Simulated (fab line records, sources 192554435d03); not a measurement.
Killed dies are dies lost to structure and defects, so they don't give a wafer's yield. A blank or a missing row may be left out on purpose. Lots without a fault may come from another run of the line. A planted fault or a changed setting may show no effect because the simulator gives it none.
Which tool did it? | flow n5_finfet | 6 lots, 18 wafers sampled, at 3 steps of a route of 1938

WHAT THE GAUGES READ, wafer by wafer
N5_BEOL_M13_OVL_MEAS_29.
lot  | measured     | on         | M13_OVL (nm)
L703 | day 12 02:31 | overlay-01 | 2 6 4
L707 | day 13 03:28 | overlay-02 | -7 -18 -2
L715 | day 14 10:46 | overlay-01 | 34 31 36
L714 | day 15 08:04 | overlay-02 | 33 33 33
L723 | day 16 12:11 | overlay-02 | 7 5 2
L724 | day 17 14:27 | overlay-02 | 1 -1 4

WHICH TOOL RAN EACH LOT (tool, then ch and the chambers of the sampled wafers, then the start)
lot  | N5_BEOL_M13_DESCUM_15              | N5_BEOL_M13_EXPOSE_25
L703 | rie_diel-02 ch 0,1, day 12 01:37   | krf_scanner-01 ch 0, day 12 02:19
L707 | rie_diel-03 ch 1,2,3, day 13 02:34 | krf_scanner-02 ch 0, day 13 03:16
L715 | rie_diel-02 ch 0,1, day 14 09:50   | krf_scanner-01 ch 0, day 14 10:34
L714 | rie_diel-01 ch 1,2,3, day 15 07:03 | krf_scanner-01 ch 0, day 15 07:52
L723 | rie_diel-01 ch 0,1,3, day 16 11:10 | krf_scanner-02 ch 0, day 16 11:59
L724 | rie_diel-02 ch 0,1,3, day 17 13:34 | krf_scanner-02 ch 0, day 17 14:15
- N5_BEOL_M13_DESCUM_15: chemistry O2, time 7.9 s.
- N5_BEOL_M13_EXPOSE_25: exposes mask M13, target cd 210 nm.

THE ANSWER, worked out from the rows above alone
Rule: what is usual is taken from the lots themselves. Put in order of their means at a reading, lots are off if they are a third of the lots or fewer, leave a main group of 4 or more, and stand apart from it by a gap of 3 or more times the standard deviation of the main group's means; of several such gaps the widest counts. A main group whose means are all the same, to the digits that the tables above print for the reading, isn't used. A lot without any number at a reading at which 4 lots or more have one is off too. The other lots that the step has rows for count as sound.
Off: L715, L714, at N5_BEOL_M13_OVL_MEAS_29 (M13_OVL). The main group: mean 0 nm, standard deviation 5.5.
A tool fits if, at a process step before that reading, it ran every lot that is off, and no sound lot after the first of them. The gauges at N5_BEOL_M13_OVL_MEAS_29 are tried like those tools. One fits: krf_scanner-01 at N5_BEOL_M13_EXPOSE_25. Its last sound lot is L703 (day 12 02:19), its first lot that is off L715 (day 14 10:34): a fault that began between those two fits.

WHAT THE SIMULATOR HAD PUT IN
Scanner matching overlay: krf_scanner-01, from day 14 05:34 on, at N5_BEOL_M13_EXPOSE_25. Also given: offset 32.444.
Lots struck among those shown: L715, L714. The rule above found the same.
